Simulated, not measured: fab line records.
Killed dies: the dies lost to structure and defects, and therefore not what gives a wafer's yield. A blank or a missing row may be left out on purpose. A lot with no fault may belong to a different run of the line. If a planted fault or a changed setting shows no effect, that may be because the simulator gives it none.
2 desks looking at one fault	flow nand-harc	numbers are kept per desk, each desk with only its own; the story behind them comes last

== FROM THE METROLOGY DESK ==
What the gauges read, lot by lot, whatever tool the lot ran on: means of the sampled wafers that have a number. Any lot whose mean is over 4 standard deviations away from the usual mean is out of limits and marked OUT; that distance is given in the brackets.
Columns: A = cd-nm at NHARC_A_SGD_CUT_CD_MEAS_09, usual 99.8 nm; B = overlay-x-nm at NHARC_A_SGD_CUT_OVL_MEAS_10, usual 0.3 nm; C = overlay-y-nm at NHARC_A_SGD_CUT_OVL_MEAS_10, usual 0.1 nm
lot	first seen here	A	B	C
L731	day 19 19:59	100.0	1.1	0.7
L733	day 20 03:50	99.9	1.6	0.0
L730	day 20 04:01	99.8	0.8	1.0
L735	day 20 18:31	100.0	0.5	1.0
L736	day 21 13:24	100.1	-0.4	0.1
L739	day 23 03:08	101.0	1.3	0.2
L740	day 23 17:35	99.4	0.6	0.4
L743	day 25 02:19	99.8	-0.3	0.0
L745	day 25 20:29	99.7	-0.0	0.3
L749	day 27 03:50	100.1	0.1	0.9
L748	day 27 04:13	99.5	1.0	0.8
L752	day 29 02:41	99.9	0.1	-0.7
Finding of this desk: none of the 12 lots has anything out of limits.

== FOR THE TOOL OWNER'S DESK: rie-diel-02 ==
The tool's own readings at NHARC_A_STAIRCASE_ETCH_232 (etches the open film in C4F8/O2, target depth 100 nm, time 40.5 s): means of the sampled wafers that have a number, for each lot that ran on this tool. Any lot whose mean is over 4 standard deviations away from the usual mean is out of limits and marked OUT; that distance is given in the brackets.
Columns: A = oes-product-au at NHARC_A_STAIRCASE_ETCH_232, usual 0.943 a.u.; B = rf-vpp-V at NHARC_A_STAIRCASE_ETCH_232, usual 892 V
lot	first seen here	A	B
L735	day 17 19:44	0.950	890
L736	day 18 11:29	0.953	891
L749	day 24 03:31	0.935	887
L748	day 24 03:50	0.952	891
Finding of this desk: none of the 4 lots has anything out of limits.

== BROUGHT TOGETHER ==
Metrology desk: nothing out of limits seen.
The tool owner's desk saw nothing out of limits.

== WHAT THE SIMULATOR PUT IN ==
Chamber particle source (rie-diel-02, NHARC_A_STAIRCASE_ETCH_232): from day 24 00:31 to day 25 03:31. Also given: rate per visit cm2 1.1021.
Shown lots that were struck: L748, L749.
